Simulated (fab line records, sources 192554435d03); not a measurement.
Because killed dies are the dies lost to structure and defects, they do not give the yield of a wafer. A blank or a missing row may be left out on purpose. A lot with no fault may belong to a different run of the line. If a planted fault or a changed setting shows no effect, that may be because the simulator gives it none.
What tool caused it? | flow n5_finfet | 11 lots with 30 wafers sampled at 6 steps, on a route of 1938 steps

## WHAT EACH GAUGE READ, for each wafer
The record lacks any reading of a measuring or inspecting step that a usual standard deviation could be used to judge.

## WHAT TOOL EACH LOT RAN ON (gives the tool, then ch and the chambers of the sampled wafers, and finally the start)
lot  | N5_BEOL_M11_VIA_ETCH_34            | N5_BEOL_M11_STRIP_77                          | N5_BEOL_M11_SPUTTER_48       | N5_BEOL_M11_ECD_50             | N5_BEOL_M11_CMP_52            | N5_PASSIVATION_PROBE_49
L146 | rie_diel-05 ch 1,2,3, day 9 23:52  | rie_diel-05 ch 1,2,3, day 10 01:25 or earlier | pvd_sputter-01, day 10 01:25 | ecd_cu-01 ch 0,1, day 10 01:32 | cmp-01 ch 0,2, day 10 02:05   | prober-01, day 11 09:50
L147 | rie_diel-05 ch 2,3, day 10 08:05   | rie_diel-05 ch 2,3, day 10 09:28 or earlier   | pvd_sputter-01, day 10 09:28 | ecd_cu-02 ch 0,1, day 10 09:35 | cmp-01 ch 0,1,2, day 10 10:02 | -
L154 | rie_diel-06 ch 2,3, day 11 02:40   | rie_diel-06 ch 2,3, day 11 04:02 or earlier   | pvd_sputter-02, day 11 04:02 | ecd_cu-02 ch 0,1, day 11 04:09 | cmp-01 ch 1,3, day 11 04:37   | prober-02, day 12 14:39
L153 | rie_diel-05 ch 0,3, day 11 06:49   | rie_diel-05 ch 0,3, day 11 08:11 or earlier   | pvd_sputter-01, day 11 08:11 | ecd_cu-02 ch 0, day 11 08:17   | cmp-03 ch 1,2, day 11 08:44   | prober-02, day 13 02:32
L155 | rie_diel-05 ch 0,1, day 11 08:27   | rie_diel-05 ch 0,1, day 11 09:59 or earlier   | pvd_sputter-02, day 11 09:59 | ecd_cu-02 ch 0,1, day 11 10:07 | cmp-03 ch 1,3, day 11 10:31   | prober-01, day 13 07:10
L167 | rie_diel-01 ch 2,3, day 15 16:05   | rie_diel-01 ch 2,3, day 15 18:01 or earlier   | pvd_sputter-01, day 15 18:01 | ecd_cu-02 ch 0,1, day 15 18:07 | cmp-02 ch 0,1,2, day 15 18:43 | -
L166 | rie_diel-01 ch 1,2,3, day 15 17:49 | rie_diel-01 ch 1,2,3, day 15 20:46 or earlier | pvd_sputter-02, day 15 20:46 | ecd_cu-02 ch 0,1, day 15 20:54 | cmp-03 ch 0,3, day 15 21:22   | prober-01, day 17 12:10
L162 | rie_diel-05 ch 0,2,3, day 15 18:14 | rie_diel-05 ch 0,2,3, day 15 21:20 or earlier | pvd_sputter-03, day 15 21:20 | ecd_cu-01 ch 1, day 15 21:28   | cmp-02 ch 2,3, day 15 21:54   | prober-02, day 17 12:46
L163 | rie_diel-06 ch 0,1,3, day 16 11:50 | rie_diel-06 ch 0,1,3, day 16 14:27 or earlier | pvd_sputter-02, day 16 14:27 | ecd_cu-02 ch 0,1, day 16 14:34 | cmp-02 ch 1,2,3, day 16 14:59 | -
L165 | rie_diel-06 ch 0,2, day 17 01:36   | rie_diel-06 ch 0,2, day 17 03:05 or earlier   | pvd_sputter-03, day 17 03:05 | ecd_cu-01 ch 0,1, day 17 03:11 | cmp-03 ch 0,1,2, day 17 04:13 | -
L168 | rie_diel-05 ch 1,3, day 17 05:07   | rie_diel-05 ch 1,3, day 17 06:38 or earlier   | pvd_sputter-02, day 17 06:38 | ecd_cu-02 ch 0, day 17 06:46   | cmp-02 ch 1,2,3, day 17 07:10 | prober-01, day 19 00:32
- N5_BEOL_M11_VIA_ETCH_34: etches SiCOH lowk in C4F6/O2, target depth 184.5 nm, time 69.2 s.
- N5_BEOL_M11_STRIP_77: strips in N2/H2, time 10 s.
- N5_BEOL_M11_SPUTTER_48: material Cu, target thk 12 nm, time 2 s.
- N5_BEOL_M11_ECD_50: material Cu, target thk 318 nm.
- N5_BEOL_M11_CMP_52: polishes, stops on SiCOH lowk, t overpolish 7 s, target thk 140 nm.
- N5_PASSIVATION_PROBE_49

## WHAT THE TOOLS THEMSELVES READ (means of the sampled wafers that have a number; where no wafer has one, the mark that the record gives instead)
N5_BEOL_M11_VIA_ETCH_34. Usual: value, then standard deviation, for each; drypump_motor_current_A 5.7 A / 0.71; mfc_ar_sccm 300.1 sccm / 0.9; oes_product_au 0.77 a.u. / 0.09; rf_fwd_power_W 342.1 W / 1.4; rf_vpp_V 665 V / 11; showerhead_plenum_p_Torr 2.87 Torr / 0.098; throttle_valve_pct 21.01 % / 0.25.
lot  | tool        | drypump_motor_current_A (A) | mfc_ar_sccm (sccm) | oes_product_au (a.u.) | rf_fwd_power_W (W) | rf_vpp_V (V) | showerhead_plenum_p_Torr (Torr) | throttle_valve_pct (%) | flag
L146 | rie_diel-05 | 5.7                         | 300.3              | 0.77                  | 342.3              | 659          | 2.90                            | 21.04                  |
L147 | rie_diel-05 | 5.0                         | 300.6              | 0.82                  | 341.6              | 661          | 2.98                            | 20.92                  |
L154 | rie_diel-06 | 6.0                         | 300.2              | 0.79                  | 343.6              | 658          | 2.83                            | 20.88                  |
L153 | rie_diel-05 | 5.8                         | 299.9              | 0.78                  | 342.2              | 666          | 2.86                            | 21.14                  |
L155 | rie_diel-05 | 6.7                         | 300.8              | 0.70                  | 341.0              | 660          | 2.74                            | 21.34                  |
L167 | rie_diel-01 | 5.3                         | 300.3              | 0.79                  | 341.7              | 681          | 2.82                            | 21.12                  |
L166 | rie_diel-01 | 5.2                         | 300.1              | 0.85                  | 343.3              | 676          | 2.85                            | 20.93                  |
L162 | rie_diel-05 | 5.6                         | 300.0              | 0.73                  | 342.5              | 666          | 2.88                            | 21.15                  |
L163 | rie_diel-06 | 5.8                         | 300.3              | 0.71                  | 341.4              | 660          | 2.86                            | 20.92                  |
L165 | rie_diel-06 | 6.4                         | 300.5              | 0.79                  | 341.1              | 657          | 2.90                            | 20.66                  |
L168 | rie_diel-05 | 5.5                         | 299.3              | 0.78                  | 341.1              | 655          | 2.90                            | 21.03                  |

N5_BEOL_M11_STRIP_77. Usual: bias_power_w 6.997 W, standard deviation 0.021; drypump_motor_current_A 5.7 A, standard deviation 0.71; oes_product_au 0.77 a.u., standard deviation 0.09; rf_vpp_V 59.2 V, standard deviation 1; showerhead_plenum_p_Torr 2.55 Torr, standard deviation 0.11; throttle_valve_pct 23.68 %, standard deviation 0.23.
lot  | tool        | bias_power_w (W) | drypump_motor_current_A (A) | oes_product_au (a.u.) | rf_vpp_V (V) | showerhead_plenum_p_Torr (Torr) | throttle_valve_pct (%) | flag
L146 | rie_diel-05 | 7.007            | 5.6                         | 0.77                  | 59.1         | 2.58                            | 23.72                  |
L147 | rie_diel-05 | 7.015            | 5.0                         | 0.83                  | 60.2         | 2.68                            | 23.65                  |
L154 | rie_diel-06 | 7.006            | 6.0                         | 0.79                  | 58.6         | 2.50                            | 23.59                  |
L153 | rie_diel-05 | 7.002            | 5.8                         | 0.78                  | 59.5         | 2.54                            | 23.84                  |
L155 | rie_diel-05 | 7.000            | 6.7                         | 0.70                  | 59.5         | 2.40                            | 23.95                  |
L167 | rie_diel-01 | 7.004            | 5.3                         | 0.79                  | 59.9         | 2.49                            | 23.71                  |
L166 | rie_diel-01 | 7.026            | 5.1                         | 0.85                  | 59.2         | 2.52                            | 23.58                  |
L162 | rie_diel-05 | 6.981            | 5.6                         | 0.74                  | 58.1         | 2.56                            | 23.81                  |
L163 | rie_diel-06 | 7.013            | 5.7                         | 0.72                  | 59.8         | 2.55                            | 23.60                  |
L165 | rie_diel-06 | 6.997            | 6.4                         | 0.78                  | 58.7         | 2.60                            | 23.33                  |
L168 | rie_diel-05 | 6.988            | 5.5                         | 0.79                  | 59.4         | 2.59                            | 23.78                  |

N5_BEOL_M11_SPUTTER_48. Usual: throttle_valve_pct reads 29.9 % (standard deviation 1).
lot  | tool           | throttle_valve_pct (%) | flag
L146 | pvd_sputter-01 | 30.1                   |
L147 | pvd_sputter-01 | 30.7                   |
L154 | pvd_sputter-02 | 29.1                   |
L153 | pvd_sputter-01 | 30.8                   |
L155 | pvd_sputter-02 | 29.1                   |
L167 | pvd_sputter-01 | 30.9                   |
L166 | pvd_sputter-02 | 29.9                   |
L162 | pvd_sputter-03 | 29.9                   |
L163 | pvd_sputter-02 | 29.4                   |
L165 | pvd_sputter-03 | 30.6                   |
L168 | pvd_sputter-02 | 29.2                   |

N5_BEOL_M11_CMP_52. Usual: motor_current_A 6.1 A, standard deviation 0.68; time_to_endpoint_s 66 s, standard deviation 3.
lot  | tool   | motor_current_A (A) | time_to_endpoint_s (s) | flag
L146 | cmp-01 | 6.5                 | 68                     |
L147 | cmp-01 | 6.6                 | 66                     |
L154 | cmp-01 | 6.0                 | 37                     | OFF
L153 | cmp-03 | 6.4                 | 40                     | OFF
L155 | cmp-03 | 6.2                 | 54                     | OFF
L167 | cmp-02 | 5.3                 | 66                     |
L166 | cmp-03 | 5.9                 | 71                     |
L162 | cmp-02 | 6.3                 | 63                     |
L163 | cmp-02 | 6.0                 | 64                     |
L165 | cmp-03 | 6.3                 | 66                     |
L168 | cmp-02 | 5.9                 | 67                     |

N5_PASSIVATION_PROBE_49. Usual: defect_limited_yield 91.0 %, standard deviation 1.5; killed_at_M0_to_M3 32, standard deviation 9.6; killed_at_M4_up 13, standard deviation 4.7; killed_at_contacts 13, standard deviation 7.2; killed_at_front_end 44, standard deviation 13; killed_at_other 4, standard deviation 3.4; killed_dies 106, standard deviation 18; killed_on_rim 14, standard deviation 4.2; killed_open 70, standard deviation 13; killed_short 35, standard deviation 8; sort_bin_5_function 5.3 %, standard deviation 0.97; sort_bin_6_memory 3.4 %, standard deviation 0.73; sort_n_pass 1074, standard deviation 18; sort_yield_pct 91.0 %, standard deviation 1.5.
lot  | tool      | defect_limited_yield (%) | killed_at_M0_to_M3 | killed_at_M4_up | killed_at_contacts | killed_at_front_end | killed_at_other | killed_dies | killed_on_rim | killed_open | killed_short | sort_bin_5_function (%) | sort_bin_6_memory (%) | sort_n_pass | sort_yield_pct (%) | flag
L146 | prober-01 | 91.5                     | 34                 | 15              | 3                  | 40                  | 8               | 100         | 11            | 62          | 38           | 5.0                     | 3.0                   | 1080        | 91.5               |
L154 | prober-02 | 91.5                     | 28                 | 6               | 19                 | 44                  | 3               | 101         | 14            | 70          | 28           | 4.8                     | 3.3                   | 1079        | 91.5               |
L153 | prober-02 | 91.6                     | 30                 | 17              | 7                  | 37                  | 8               | 99          | 12            | 63          | 34           | 4.9                     | 3.0                   | 1081        | 91.6               |
L155 | prober-01 | 91.8                     | 21                 | 9               | 9                  | 53                  | 4               | 96          | 14            | 64          | 30           | 4.5                     | 3.4                   | 1084        | 91.8               |
L166 | prober-01 | 91.2                     | 21                 | 14              | 17                 | 42                  | 10              | 103         | 11            | 65          | 37           | 5.1                     | 3.2                   | 1077        | 91.2               |
L162 | prober-02 | 90.4                     | 36                 | 11              | 14                 | 52                  | 1               | 114         | 16            | 77          | 31           | 5.7                     | 3.3                   | 1066        | 90.4               |
L168 | prober-01 | 91.7                     | 29                 | 16              | 10                 | 40                  | 3               | 98          | 12            | 63          | 35           | 4.7                     | 3.3                   | 1082        | 91.7               |

## THE ANSWER, worked out from the rows above alone
Rule: a lot counts as off when the mean over its wafers that have a number is more than 3 standard deviations away from the usual mean. A lot without any number at a reading at which 4 lots or more have one is off too. The other lots that the step has rows for count as sound. After the gauges, taken in route order, come the tools' own readings; for these a lot's mean is taken, as printed above. The first step at which some lot is off is used, and at that step the reading that is off furthest; a lot without a number counts as furthest.
Off, at N5_BEOL_M11_CMP_52 on time_to_endpoint_s: L154, L153, L155.
If a tool, at that step or one of the process steps before it, ran each lot that is off and ran no sound lot following the first of them, it fits. Because N5_BEOL_M11_STRIP_77 lacks a start for some lots, the hours and order of its lots are taken from N5_BEOL_M11_SPUTTER_48. Not one of the candidates tried fits.

## WHAT THE SIMULATOR HAD INSERTED
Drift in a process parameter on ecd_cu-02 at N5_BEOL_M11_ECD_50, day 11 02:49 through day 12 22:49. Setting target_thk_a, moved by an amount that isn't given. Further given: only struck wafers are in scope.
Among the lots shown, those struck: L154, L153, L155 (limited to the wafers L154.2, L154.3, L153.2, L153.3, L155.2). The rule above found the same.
